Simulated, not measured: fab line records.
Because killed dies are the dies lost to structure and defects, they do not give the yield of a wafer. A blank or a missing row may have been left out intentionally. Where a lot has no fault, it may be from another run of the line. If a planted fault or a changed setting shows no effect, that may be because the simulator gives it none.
Chamber matching ; flow n5_finfet ; rie_diel-02 running N5_BEOL_M0_CUTY_ETCH_62: 4 sister chambers
The step etches SiARC in CF4, time 58.5 s. 18 wafers are shown with their chamber, then 9 later ones without.

== WAFERS, EACH WITH ITS CHAMBER ==
wafer;chamber;drypump_motor_current_A (A);showerhead_plenum_p_Torr (Torr);etch_rf_on_time_s (s)
L075.3;2;5.7;2.27;62.5
L075.4;0;6.1;2.06;57.4
L075.6;0;6.1;2.06;57.6
L080.1;1;5.2;2.15;58.2
L080.2;2;5.8;2.27;63.6
L080.6;2;5.8;2.27;63.7
L087.3;3;4.9;2.16;57.9
L087.4;0;6.1;2.05;58.5
L087.6;3;4.9;2.16;57.8
L088.1;2;5.8;2.26;62.8
L088.3;0;6.1;2.05;57.3
L088.4;1;5.2;2.14;57.7
L089.1;2;5.8;2.26;62.7
L089.2;3;4.9;2.16;56.9
L089.6;2;5.8;2.26;62.6
L090.1;3;4.9;2.16;57.5
L090.2;2;5.8;2.26;62.5
L090.4;1;5.2;2.14;57.9

SIGNATURES (averages over the wafers above)
reading;chamber 0;chamber 1;chamber 2;chamber 3;scatter within a chamber
drypump_motor_current_A;6.100;5.200;5.786;4.900;0.0247
showerhead_plenum_p_Torr;2.0550;2.1433;2.2643;2.1600;0.00491
etch_rf_on_time_s;57.700;57.933;62.914;57.525;0.48
Rule: a wafer lies at a distance from a chamber equal to the root of the sum of squares, over the readings, of (its reading less the chamber's mean, divided by the reading's scatter). The wafer belongs to the nearest chamber; if the next one is less than 2 further off, it can't be placed. The scatter is the square root of a quotient: the sum, over the shown wafers, of each reading's squared deviation from its chamber's mean, divided by wafers minus chambers.

== WAFERS MISSING THEIR CHAMBER ==
wafer;drypump_motor_current_A (A);showerhead_plenum_p_Torr (Torr);etch_rf_on_time_s (s)
L091.4;4.8;2.16;57.3
L091.5;5.2;2.14;58.4
L091.6;6.1;2.05;57.7
L094.1;6.1;2.05;57.1
L094.3;4.8;2.16;56.4
L094.5;5.8;2.26;62.7
L096.3;5.2;2.14;58.0
L096.5;4.9;2.16;56.7
L096.6;5.8;2.26;62.9

== WHICH CHAMBER EACH WENT THROUGH ==
wafer;from the rows above;in truth
L091.4;3;3
L091.5;1;1
L091.6;0;0
L094.1;0;0
L094.3;3;3
L094.5;2;2
L096.3;1;1
L096.5;3;3
L096.6;2;2
Correct placement for 9 of the 9. Can't be placed from these rows: 0. Number placed wrongly: 0.
